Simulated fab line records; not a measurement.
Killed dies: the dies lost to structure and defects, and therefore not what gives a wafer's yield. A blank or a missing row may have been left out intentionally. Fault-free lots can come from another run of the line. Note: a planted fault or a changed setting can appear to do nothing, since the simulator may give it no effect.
fab line records	flow n5-finfet
[record] lots = 9	wafers = 24	last-day = 18
route steps=1938 shown FIN_SAQP@115 BEOL_M4@1111 PASSIVATION@1936
lots with no fault: from the same line, run without faults
start-h: hours from the record's opening day to when the first of the lot's shown wafers began	wait-h: hours since the lot's step before	" same as the row above	L1.1+2: a single row standing in for several wafers	- value missing, or start not given	* or withheld: withheld	< > ~ a bound
route shown NAME@n: a module of which the file shows steps, and the number in the route of the first	usual: the fault-free wafers' mean and standard deviation	same: alike in all rows	chamber/n: place in a boat	sites: readings site by site	_std_site: how widely they spread, as a standard deviation	_edge_site: inner sites' mean taken away from outer sites' mean	radius-mm: for every site, how far away it sits from the centre of the wafer	mask NAME#n: copy n	behind: the tool/chamber that last shaped the wafer	hold: why the lot went on hold/how many hours it stayed there/how the hold came to an end	device: transistor that didn't switch, given as n, p or np	end of line: the same wafers' tests at the end of the route	where a step has no rows: the recipe by itself	killed: dies that structure and defects cost at the first sort, which is not the same as the wafer's yield	map: per-die view of a wafer (x killed, . not killed, _ where there is no die)
set.NAME: the setting the step ran with; set.NAME@STEP: the setting that earlier step ran with	model.NAME: the simulator's own value behind a step, which no gauge read
one table for each step of the route and one row for each wafer, over a sample of lots
services: when a tool's chamber went out of use (start-h, in hours from the record's first day, below 0 if earlier), for how many hours, and the reason
[[steps]]
[step N5_FIN_SAQP_ETCH_51]
[recipe] chemistry = CF4	target = SiARC	target-depth-a = 455	mask-material = CAR-ArF	time-s = 75.8	ion-energy-ev = 80	pressure-mtorr = 40	source-w = 545	bias-w = 36	Ar_flow_sccm = 100	cf4-flow-sccm = 100	ends = cleared
[usual] bias-w = 36.00/0.12	drypump-motor-current-A = 5.5/0.3	etch-rf-on-time-s = 74.4/1.7	oes-product-au = 0.66/0.066	rf-vpp-V = 183.9/1.1	showerhead-plenum-p-Torr = 2.13/0.068	throttle-valve-pct = 15.67/0.18
lot.wafer	tool	chamber	start-h	wait-h	bias-w	drypump-motor-current-A	etch-rf-on-time-s	oes-product-au	rf-hours-counter-h	rf-vpp-V	showerhead-plenum-p-Torr	throttle-valve-pct
L210.2	rie-diel-02	3	24.79	0.0	36.01	5.4	77.3	0.67	118	182.4	2.07	15.84
L210.5	"	1	"	"	36.01	4.9	73.9	0.61	-	183.2	2.14	15.76
L210.6	"	0	"	"	35.96	5.4	72.2	0.64	-	183.4	2.06	15.61
L212.1	rie-diel-02	3	34.64	0.0	35.82	5.4	76.8	0.66	122	182.4	2.07	15.86
L212.4	"	0	"	"	35.88	5.4	73.0	0.63	-	182.3	2.06	15.61
L212.5	"	2	"	"	36.07	5.8	74.5	0.60	-	185.5	2.21	15.75
L220.3	rie-diel-03	0	83.74	0.0	36.04	5.6	73.1	0.72	50	186.4	2.27	15.83
L220.4	"	1	"	"	35.98	5.7	74.6	0.69	-	183.8	2.07	15.63
L226.1	rie-diel-02	1	117.71	0.0	35.92	4.9	76.3	0.59	232	185.0	2.13	15.79
L226.2	"	2	"	"	36.02	5.8	76.1	0.58	238	185.3	2.20	15.78
L226.5	"	0	"	"	36.13	5.5	74.3	0.62	-	182.7	2.06	15.66
L228.2	rie-diel-01	0	129.80	0.0	36.04	5.4	75.4	0.57	236	183.6	2.11	15.66
L228.3	"	1	"	"	35.92	5.1	71.7	0.76	55	183.1	2.18	15.50
L228.6	"	1	"	"	36.03	5.1	72.2	0.75	-	184.5	2.18	15.51
L229.1	rie-diel-02	1	135.85	0.0	36.00	4.9	75.4	0.59	241	184.7	2.13	15.81
L229.5	"	1	"	"	35.92	4.9	75.6	0.59	-	183.6	2.13	15.81
L230.1	rie-diel-01	2	142.79	0.0	36.07	5.9	72.6	0.73	66	184.0	2.16	15.75
L230.6	"	2	"	"	36.08	5.9	72.5	0.73	-	184.8	2.16	15.76
L232.1	rie-diel-01	1	153.69	0.0	35.97	5.1	72.6	0.75	64	184.2	2.18	15.51
L232.4	"	2	"	"	36.18	5.9	72.8	0.73	70	183.4	2.16	15.74
L232.5	"	2	"	"	36.21	5.9	72.9	0.75	-	185.0	2.16	15.75
L233.3	rie-diel-01	1	159.74	0.0	35.99	5.1	71.7	0.73	67	184.1	2.18	15.54
L233.4	"	2	"	"	35.83	6.0	72.5	0.73	72	185.1	2.16	15.72
L233.5	"	1	"	"	36.06	5.1	72.0	0.75	-	186.5	2.18	15.53
[step N5_FIN_SAQP_MANDREL_ETCH_22]
[recipe] target-depth-a = 600	chemistry = HBr/Cl2	target = a-Si	stop-on = SiNx	bt-time-s = 10	over-etch-frac = 0.5	time-s = 30	pressure-mtorr = 10	icp-w = 800	bias-w = 75	HBr_flow_sccm = 150	Cl2_flow_sccm = 80	ends = end-point
[usual] bias-w = 75.00/0.23	drypump-motor-current-A = 5.9/0.42	oes-product-au = 0.769/0.016	throttle-valve-pct = 35.29/0.29
lot.wafer	tool	chamber	start-h	wait-h	bias-w	drypump-motor-current-A	oes-product-au	rf-hours-counter-h	throttle-valve-pct
L210.2	rie-si-02	0	25.04	0.0	75.06	5.9	0.778	70	35.23
L210.5	"	3	"	"	74.50	5.1	0.778	-	35.23
L210.6	"	2	"	"	75.01	5.5	0.767	-	35.07
L212.1	rie-si-06	0	34.89	0.0	74.78	5.9	0.753	20	35.56
L212.4	"	1	"	"	75.12	6.4	0.770	33	35.32
L212.5	"	2	"	"	74.90	6.1	0.773	-	35.73
L220.3	rie-si-03	0	83.99	0.0	74.85	6.3	0.764	117	35.61
L220.4	"	3	"	"	75.31	5.6	0.782	87	35.18
L226.1	rie-si-03	2	117.96	0.0	74.73	5.8	0.774	53	35.55
L226.2	"	0	"	"	75.21	6.2	0.769	118	35.63
L226.5	"	3	"	"	74.82	5.6	0.793	-	35.17
L228.2	rie-si-03	0	130.05	0.0	74.91	6.3	0.760	118	35.66
L228.3	"	2	"	"	74.86	5.8	0.781	54	35.56
L228.6	"	2	"	"	74.89	5.8	0.771	-	35.57
L229.1	rie-si-03	3	136.09	0.0	75.08	5.6	0.780	88	35.19
L229.5	"	2	"	"	74.90	5.9	0.783	-	35.56
L230.1	rie-si-06	2	143.04	0.0	75.06	6.1	0.760	67	35.74
L230.6	"	1	"	"	74.95	6.4	0.767	-	35.29
L232.1	rie-si-06	2	153.94	0.0	74.82	6.1	0.771	68	35.76
L232.4	"	0	"	"	74.94	5.9	0.784	22	35.50
L232.5	"	2	"	"	74.82	6.2	0.772	-	35.73
L233.3	rie-si-03	1	159.98	0.0	75.12	6.4	0.742	37	34.80
L233.4	"	3	"	"	74.84	5.6	0.794	88	35.17
L233.5	"	2	"	"	75.07	5.8	0.779	-	35.53
[step N5_FIN_SAQP_SPACER1_ALD_24]
[recipe] material = SiO2	target-thk-a = 203	temp-c = 300	ald-precursor-family = BDEAS	ald-co-reactant = O2-plasma	pulse-time-s = 1	purge-time-s = 2	co-reactant-purge-time-s = 2	ald-cycles = 218	pressure-torr = 2
[usual] ald-cycles = 218/0	heater-power-w = 488/43	precursor-pulse-height-rel = 1.002/0.019
lot.wafer	tool	chamber	start-h	wait-h	ald-cycles	heater-power-w	precursor-pulse-height-rel
L210.2	ald-sin-04	3	25.97	0.3	218	450	0.985
L210.5	"	3	"	"	218	466	0.981
L210.6	"	0	"	"	218	517	0.982
L212.1	ald-sin-02	0	36.12	0.3	218	535	0.985
L212.4	"	2	"	"	218	491	1.013
L212.5	"	2	"	"	218	482	1.006
L220.3	ald-sin-02	2	84.96	0.1	315	484	1.001
L220.4	"	0	"	"	218	551	1.012
L226.1	ald-sin-03	0	119.13	0.6	218	472	1.032
L226.2	"	2	"	"	218	515	0.974
L226.5	"	3	"	"	218	443	0.976
L228.2	ald-sin-03	3	132.93	1.2	218	426	0.994
L228.3	"	1	"	"	218	578	1.038
L228.6	"	0	"	"	218	473	1.035
L229.1	ald-sin-02	0	137.78	0.3	218	516	0.998
L229.5	"	3	"	"	218	457	0.991
L230.1	ald-sin-02	2	145.94	2.2	218	451	0.973
L230.6	"	0	"	"	218	524	1.024
L232.1	ald-sin-02	2	154.91	0.4	218	473	1.040
L232.4	"	2	"	"	218	453	0.986
L232.5	"	1	"	"	218	453	0.994
L233.3	ald-sin-02	1	175.95	0.3	218	439	1.030
L233.4	"	3	"	"	218	476	1.016
L233.5	"	0	"	"	218	533	1.025
[step N5_FIN_SAQP_CD_MEAS_27]
[recipe] target-cd-nm = 20	landing-energy-ev = 1000	detector = se-inlens	polarity = line
[usual] cd-nm = 20.29/0.23
lot.wafer	tool	chamber	start-h	wait-h	cd-nm
L210.2	cd-sem-03	0	26.89	0.1	20.37
L210.5	"	0	"	"	20.11
L210.6	"	0	"	"	20.15
L212.1	cd-sem-02	0	37.04	0.1	20.21
L212.4	"	0	"	"	20.10
L212.5	"	0	"	"	20.38
L220.3	cd-sem-03	0	85.94	0.1	29.08
L220.4	"	0	"	"	20.22
L226.1	cd-sem-01	0	120.05	0.1	20.46
L226.2	"	0	"	"	20.13
L226.5	"	0	"	"	20.31
L228.2	cd-sem-02	0	133.90	0.1	20.63
L228.3	"	0	"	"	20.10
L228.6	"	0	"	"	20.41
L229.1	cd-sem-01	0	138.69	0.1	20.76
L229.5	"	0	"	"	20.29
L230.1	cd-sem-03	0	146.86	0.1	20.79
L230.6	"	0	"	"	20.06
L232.1	cd-sem-03	0	155.82	0.1	20.23
L232.4	"	0	"	"	20.74
L232.5	"	0	"	"	20.54
L233.3	cd-sem-01	0	176.87	0.1	19.93
L233.4	"	0	"	"	20.25
L233.5	"	0	"	"	20.19
[step N5_FIN_SAQP_ETCH_57]
[recipe] chemistry = CH3F/O2	target = SiNx	mask-material = SiO2	target-depth-a = 325	time-s = 46.4	pressure-mtorr = 30	source-w = 395	bias-w = 73	Ar_flow_sccm = 150	CH3F_flow_sccm = 30	O2_flow_sccm = 20	ion-energy-ev = 120	ends = cleared
[usual] bias-w = 73.02/0.2	drypump-motor-current-A = 5.55/0.23	etch-rf-on-time-s = 45.5/0.99	oes_o_777_au = 0.80/0.082	oes-product-au = 0.68/0.07	rf-vpp-V = 298/4.5	showerhead-plenum-p-Torr = 1.98/0.085	throttle-valve-pct = 16.38/0.18
lot.wafer	tool	chamber	start-h	wait-h	bias-w	drypump-motor-current-A	etch-rf-on-time-s	oes_o_777_au	oes-product-au	rf-hours-counter-h	rf-vpp-V	showerhead-plenum-p-Torr	throttle-valve-pct
L210.2	rie-diel-01	0	26.93	0.0	73.02	5.49	46.0	0.73	0.60	195	294	1.99	16.35
L210.5	"	0	"	"	72.89	5.47	46.4	0.72	0.60	-	296	1.99	16.35
L210.6	"	1	"	"	72.92	5.10	45.7	0.96	0.81	-	302	2.06	16.21
L212.1	rie-diel-03	2	37.10	0.1	72.79	5.56	45.7	0.79	0.68	125	300	1.84	16.44
L212.4	"	1	"	"	73.32	5.66	46.4	0.81	0.71	-	306	1.92	16.27
L212.5	"	2	"	"	72.87	5.55	45.8	0.78	0.68	-	301	1.84	16.43
L220.3	rie-diel-03	0	86.29	0.3	72.69	5.56	44.6	0.85	0.72	51	297	2.11	16.55
L220.4	"	2	"	"	73.34	5.57	44.8	0.76	0.66	-	299	1.84	16.48
L226.1	rie-diel-01	1	120.34	0.3	72.74	5.11	43.7	0.89	0.75	52	302	2.05	16.27
L226.2	"	0	"	"	73.14	5.42	45.9	0.70	0.57	233	294	1.97	16.40
L226.5	"	3	"	"	73.33	5.41	45.7	0.76	0.64	-	299	2.01	16.05
L228.2	rie-diel-03	1	134.08	0.2	73.12	5.70	45.2	0.78	0.68	110	306	1.91	16.34
L228.3	"	3	"	"	72.89	5.78	44.9	0.95	0.79	16	293	1.97	16.26
L228.6	"	3	"	"	72.89	5.78	45.5	0.95	0.79	-	293	1.98	16.27
L229.1	rie-diel-03	2	138.74	0.0	73.27	5.56	44.5	0.74	0.65	171	299	1.83	16.52
L229.5	"	3	"	"	73.02	5.80	45.0	0.94	0.79	-	293	1.97	16.28
L230.1	rie-diel-03	1	146.91	0.0	72.77	5.69	45.8	0.77	0.66	115	306	1.91	16.35
L230.6	"	3	"	"	73.16	5.76	45.9	0.94	0.78	-	292	1.97	16.29
L232.1	rie-diel-02	1	155.87	0.0	73.21	4.91	46.1	0.70	0.59	248	303	1.98	16.49
L232.4	"	1	"	"	72.97	4.91	47.2	0.70	0.59	-	303	1.98	16.49
L232.5	"	0	"	"	72.90	5.44	46.5	0.71	0.59	-	295	1.91	16.40
L233.3	rie-diel-03	3	176.91	0.0	73.16	5.77	45.7	0.91	0.76	31	291	1.97	16.31
L233.4	"	2	"	"	73.09	5.56	46.9	0.73	0.63	184	299	1.82	16.55
L233.5	"	3	"	"	73.36	5.76	45.9	0.92	0.77	-	294	1.97	16.30
[step N5_BEOL_M4_RC_MEAS_101]
[usual] DIBL_N = 36.2/1.5	DIBL_P = 36.4/2.1	IOFF_N = 0.16/0.031	IOFF_P = 0.21/0.037	ION_N = 679/11	ION_P = 465/7.7	SS_N = 71.4/0.55	SS_P = 73.2/0.63	VT_N = 249/3.3	VT_P = -250/3.4
lot.wafer	tool	chamber	start-h	wait-h	DIBL_N[mV/V]	DIBL_P[mV/V]	IOFF_N[nA/um]	IOFF_P[nA/um]	ION_N[uA/um]	ION_P[uA/um]	SS_N[mV/dec]	SS_P[mV/dec]	VT_N[mV]	VT_P[mV]
L210.2	prober-02	0	171.19	0.2	36.6	38.2	0.15	0.21	675	463	72.2	74.0	249	-253
L210.5	"	0	"	"	37.2	38.7	0.17	0.21	677	462	71.7	73.7	247	-252
L210.6	"	0	"	"	39.9	40.6	0.22	0.24	694	465	72.0	74.3	244	-250
L212.1	prober-01	0	176.20	0.0	34.9	32.6	0.12	0.14	657	449	71.3	72.2	255	-257
L212.4	"	0	"	"	33.9	32.0	0.12	0.14	679	461	71.2	71.5	252	-254
L212.5	"	0	"	"	35.2	33.4	0.12	0.16	667	458	72.2	72.7	252	-254
L220.4	prober-01	0	230.18	0.5	36.5	36.2	0.20	0.26	690	472	71.4	72.7	245	-246
L226.1	prober-01	0	264.81	0.0	37.9	38.4	0.21	0.27	695	473	71.7	73.8	244	-246
L226.2	"	0	"	"	35.5	35.5	0.15	0.22	667	463	71.1	72.8	248	-247
L226.5	"	0	"	"	35.5	35.3	0.15	0.23	674	472	70.9	73.2	248	-246
L228.2	prober-01	0	282.10	0.2	38.9	39.7	0.17	0.22	672	453	71.4	73.8	251	-253
L228.3	"	0	"	"	36.7	36.8	0.14	0.18	672	453	71.7	72.7	252	-253
L228.6	"	0	"	"	36.8	36.7	0.15	0.19	663	451	70.7	72.7	248	-253
L229.1	prober-02	0	282.72	0.0	34.6	34.6	0.13	0.20	650	458	71.4	72.5	249	-248
L229.5	"	0	"	"	35.2	34.7	0.13	0.20	659	460	71.3	72.6	250	-247
L230.1	prober-01	0	285.12	0.0	35.5	35.1	0.15	0.22	683	473	71.0	74.0	248	-249
L230.6	"	0	"	"	35.4	33.6	0.14	0.20	669	465	71.5	72.4	253	-250
L232.1	prober-01	0	315.45	0.0	38.0	39.9	0.19	0.26	672	464	71.5	73.8	249	-245
L232.4	"	0	"	"	35.9	36.3	0.15	0.20	660	453	71.2	73.0	252	-250
L232.5	"	0	"	"	34.6	34.2	0.13	0.17	675	457	71.2	72.9	250	-249
L233.3	prober-02	0	316.51	0.5	35.0	35.3	0.16	0.21	693	463	70.4	73.5	248	-250
L233.4	"	0	"	"	36.9	36.5	0.17	0.21	682	467	72.3	74.0	251	-249
L233.5	"	0	"	"	37.2	36.8	0.19	0.22	680	465	71.8	74.4	248	-250
[step N5_PASSIVATION_PROBE_49]
[usual] defect-limited-yield = 91.3/1.3	killed_at_M0_to_M3 = 36/12	killed_at_M4_up = 13/4.6	killed-at-contacts = 13/5.4	killed-at-front-end = 37/10	killed-at-other = 3.6/2.9	killed-dies = 102/15	killed-on-rim = 13/4	killed-open = 67/12	killed-short = 33/7.5	sort_bin_5_function = 5.1/0.93	sort_bin_6_memory = 3.2/0.62	sort-n-pass = 1078/15	sort-yield-pct = 91.3/1.3
[same] gross-dies = 1180	killed-at-back-side = 0	sort_bin_4_leakage[%] = 0	sort_bin_8_speed[%] = 0
lot.wafer	tool	chamber	start-h	wait-h	defect-limited-yield[%]	killed_at_M0_to_M3	killed_at_M4_up	killed-at-contacts	killed-at-front-end	killed-at-other	killed-dies	killed-on-rim	killed-open	killed-short	sort_bin_5_function[%]	sort_bin_6_memory[%]	sort-n-pass	sort-yield-pct[%]
L210.2	prober-02	-	269.76	0.1	91.4	26	14	17	39	5	101	10	70	29	5.3	3.2	1079	91.4
L210.5	prober-02	-	269.91	0.2	90.8	29	12	13	53	1	108	18	78	26	5.3	3.1	1072	90.8
L210.6	prober-02	-	269.96	0.3	92.4	39	6	15	28	2	90	13	60	29	4.4	2.7	1090	92.4
L220.3	prober-01	-	342.20	0.1	0	19	18	14	1124	5	1180	152	67	23	96.5	3.3	0	0
L220.4	prober-01	-	342.25	0.2	92.1	26	13	20	32	2	93	11	62	28	4.5	3.0	1087	92.1
L226.1	prober-02	-	372.58	0.0	91.2	51	12	11	30	0	104	10	77	27	5.3	3.1	1076	91.2
L226.2	prober-02	-	372.63	0.1	88.6	72	10	17	35	1	135	19	88	47	6.9	4.2	1045	88.6
L226.5	prober-02	-	372.78	0.2	89.2	49	14	11	51	2	127	19	89	38	7.0	3.4	1053	89.2
L228.2	prober-02	-	383.34	0.1	89.8	36	10	6	66	2	120	14	70	49	4.8	5.1	1060	89.8
L228.3	prober-02	-	383.39	0.1	90.2	22	18	16	53	7	116	15	61	52	5.8	3.0	1064	90.2
L228.6	prober-02	-	383.54	0.3	90.1	35	17	11	45	9	117	13	75	41	5.8	3.6	1063	90.1
L229.1	prober-02	-	395.06	0.0	93.1	33	17	8	16	8	82	14	47	34	4.0	2.5	1098	93.1
L229.5	prober-02	-	395.26	0.2	92.5	22	10	10	38	9	89	12	54	32	4.4	2.6	1091	92.5
// killed by level:class
L210.2 FIN_SAQP:geometric-particle:open=20 MOL_CONTACT_COAG:geometric-particle:open=15 BEOL_M2:geometric-particle:open=7 BEOL_M0:geometric-particle:short=5 BEOL_M4:geometric-particle:open=5 STARTING-WAFER:geometric-particle:open=4 FIN_SAQP:geometric-particle:short=3 BEOL_M0_SAQP:geometric-particle:short=3
L210.5 FIN_SAQP:geometric-particle:open=18 STI_FIN_REVEAL:geometric-particle:open=11 MOL_CONTACT_COAG:geometric-particle:open=11 FIN_SAQP:geometric-particle:short=10 BEOL_M3:geometric-particle:open=7 BEOL_M0:geometric-particle:open=6 BEOL_M0_SAQP:geometric-particle:open=4 BEOL_M2:geometric-particle:open=4
L210.6 MOL_CONTACT_COAG:geometric-particle:open=11 FIN_SAQP:geometric-particle:short=8 BEOL_M2:geometric-particle:open=8 BEOL_M3:geometric-particle:open=8 STI_FIN_REVEAL:geometric-particle:open=6 BEOL_M0:geometric-particle:short=6 FIN_SAQP:geometric-particle:open=5 BEOL_M0_SAQP:geometric-particle:open=5
L220.3 FIN_SAQP:area-ald=1088 MOL_CONTACT_COAG:geometric-particle:open=12 FIN_SAQP:geometric-particle:open=10 BEOL_M4:geometric-particle:open=8 BEOL_M0_SAQP:geometric-particle:open=6 DUMMY_GATE:geometric-particle:open=5 GATE_CUT:geometric-particle:open=5 FIN_SAQP:geometric-particle:short=4
L220.4 MOL_CONTACT_COAG:geometric-particle:open=16 FIN_SAQP:geometric-particle:open=8 DUMMY_GATE:geometric-particle:open=7 BEOL_M0_SAQP:geometric-particle:short=7 BEOL_M0_SAQP:geometric-particle:open=6 MOL_CONTACT_COAG:geometric-particle:short=4 BEOL_M2:geometric-particle:short=4 BEOL_M3:geometric-particle:open=4
L226.1 BEOL_M0_SAQP:geometric-particle:open=12 BEOL_M0:geometric-particle:open=11 MOL_CONTACT_COAG:geometric-particle:open=10 BEOL_M2:geometric-particle:open=10 BEOL_M0_SAQP:geometric-particle:short=8 STI_FIN_REVEAL:geometric-particle:open=7 BEOL_M3:geometric-particle:open=7 STARTING-WAFER:geometric-particle:short=5
L226.2 BEOL_M3:geometric-particle:open=22 MOL_CONTACT_COAG:geometric-particle:open=13 BEOL_M0_SAQP:geometric-particle:short=9 FIN_SAQP:geometric-particle:short=8 BEOL_M0:geometric-particle:open=8 BEOL_M1:geometric-particle:open=8 BEOL_M0_SAQP:geometric-particle:open=7 BEOL_M1:geometric-particle:short=7
L226.5 STI_FIN_REVEAL:geometric-particle:open=13 MOL_CONTACT_COAG:geometric-particle:open=10 FIN_SAQP:geometric-particle:open=9 BEOL_M0_SAQP:geometric-particle:open=9 BEOL_M0_SAQP:geometric-particle:short=8 BEOL_M4:geometric-particle:open=8 BEOL_M2:geometric-particle:open=8 GATE_CUT:geometric-particle:short=6
L228.2 FIN_SAQP:geometric-particle:short=25 FIN_SAQP:geometric-particle:open=15 BEOL_M0_SAQP:geometric-particle:short=11 STI_FIN_REVEAL:geometric-particle:open=9 BEOL_M1:geometric-particle:open=7 MOL_CONTACT_COAG:geometric-particle:open=6 BEOL_M0_SAQP:geometric-particle:open=5 STARTING-WAFER:geometric-particle:open=5
L228.3 FIN_SAQP:geometric-particle:short=20 MOL_CONTACT_COAG:geometric-particle:open=11 STI_FIN_REVEAL:geometric-particle:open=7 BEOL_M4:geometric-particle:open=7 FIN_SAQP:geometric-particle:open=6 GATE_CUT:geometric-particle:short=6 MOL_CONTACT_COAG:geometric-particle:short=5 BEOL_M0_SAQP:geometric-particle:open=5
L228.6 FIN_SAQP:geometric-particle:short=12 FIN_SAQP:geometric-particle:open=10 BEOL_M0_SAQP:geometric-particle:short=9 BEOL_M4:geometric-particle:open=9 BEOL_M0_SAQP:geometric-particle:open=9 DUMMY_GATE:geometric-particle:open=8 MOL_CONTACT_COAG:geometric-particle:open=7 BEOL_M1:geometric-particle:open=6
L229.1 BEOL_M0_SAQP:geometric-particle:short=14 MOL_CONTACT_COAG:geometric-particle:open=7 BEOL_M0_SAQP:geometric-particle:open=6 BEOL_M1:geometric-particle:open=6 BEOL_M4:geometric-particle:open=6 BEOL_M3:geometric-particle:open=5 FIN_SAQP:geometric-particle:open=3 FIN_SAQP:geometric-particle:short=3
L229.5 BEOL_M0_SAQP:geometric-particle:open=9 BEOL_M0_SAQP:geometric-particle:short=9 MOL_CONTACT_COAG:geometric-particle:open=8 STARTING-WAFER:geometric-particle:open=7 FIN_SAQP:geometric-particle:open=6 GATE_CUT:geometric-particle:short=6 GATE_CUT:geometric-particle:open=6 MIM_TOP_ETCH:geometric-particle:open=6
[[services]]
tool	chamber	start-h	hours	kind
rie-diel-03	0	19.71	8.0	repair
rie-diel-01	-	33.24	0.2	repair
rie-diel-02	1	33.37	2.9	repair
rie-diel-03	0	36.86	10.3	repair
rie-si-03	1	41.93	6.7	repair
ald-sin-02	3	46.20	9.2	repair
rie-diel-03	1	47.32	13.0	repair
ald-sin-02	2	62.97	10.5	repair
rie-diel-02	2	64.65	7.3	repair
rie-diel-01	2	65.93	13.0	repair
rie-diel-02	-	70.76	33.9	repair
rie-si-06	3	73.28	0.9	repair
ald-sin-02	-	85.65	14.0	pm
rie-si-06	1	89.43	4.3	repair
rie-si-06	0	99.50	5.6	repair
rie-diel-02	3	106.41	11.6	repair
rie-si-03	1	111.28	10.1	repair
ald-sin-02	1	112.48	13.1	repair
ald-sin-02	3	124.40	4.0	repair
rie-si-03	1	125.33	2.9	repair
rie-si-06	-	149.08	2.7	pm
rie-diel-02	-	151.44	0.6	repair
ald-sin-02	0	151.63	3.7	repair
rie-si-06	2	161.23	2.2	repair
[[key]]
[first-sign] step = N5_FIN_SAQP_SPACER1_ALD_24	reading = ald-cycles	direction = up	sigmas = 99+	usual = *	struck = *
[effect] step = N5_FIN_SAQP_CD_MEAS_27	reading = cd-nm	direction = up	sigmas = 39	usual = 20.29	struck = 29.08
[effect] step = N5_PASSIVATION_PROBE_49	reading = killed-at-front-end	direction = up	sigmas = 99+	usual = 37	struck = 1124
[more-kills-born-at] N5_FIN_SAQP_SPACER1_ALD_24@ald-sin-02 = 1088
met-at N5_FIN_SAQP_SPACER1_ALD_24
struck-lots L220
struck-wafers L220.3
later-rows-left-out L220.3
not-acting-at N5_FIN_SAQP_ETCH_51,N5_FIN_SAQP_MANDREL_ETCH_22,N5_FIN_SAQP_ETCH_57
onset-between 36.12 84.96
[fault] kind = process-parameter-drift	tool = ald-sin-02	chamber = -	onset-h = 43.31	steps = N5_FIN_SAQP_SPACER1_ALD_24	channel = ald-cycles	offset = *	shape = step	end-h = 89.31	scope = struck-wafers-only	acts-in = *	stated = *
// later-rows-left-out: the simulator's readings of these wafers behind a module that went badly wrong aren't trusted and aren't shown, but for the sort
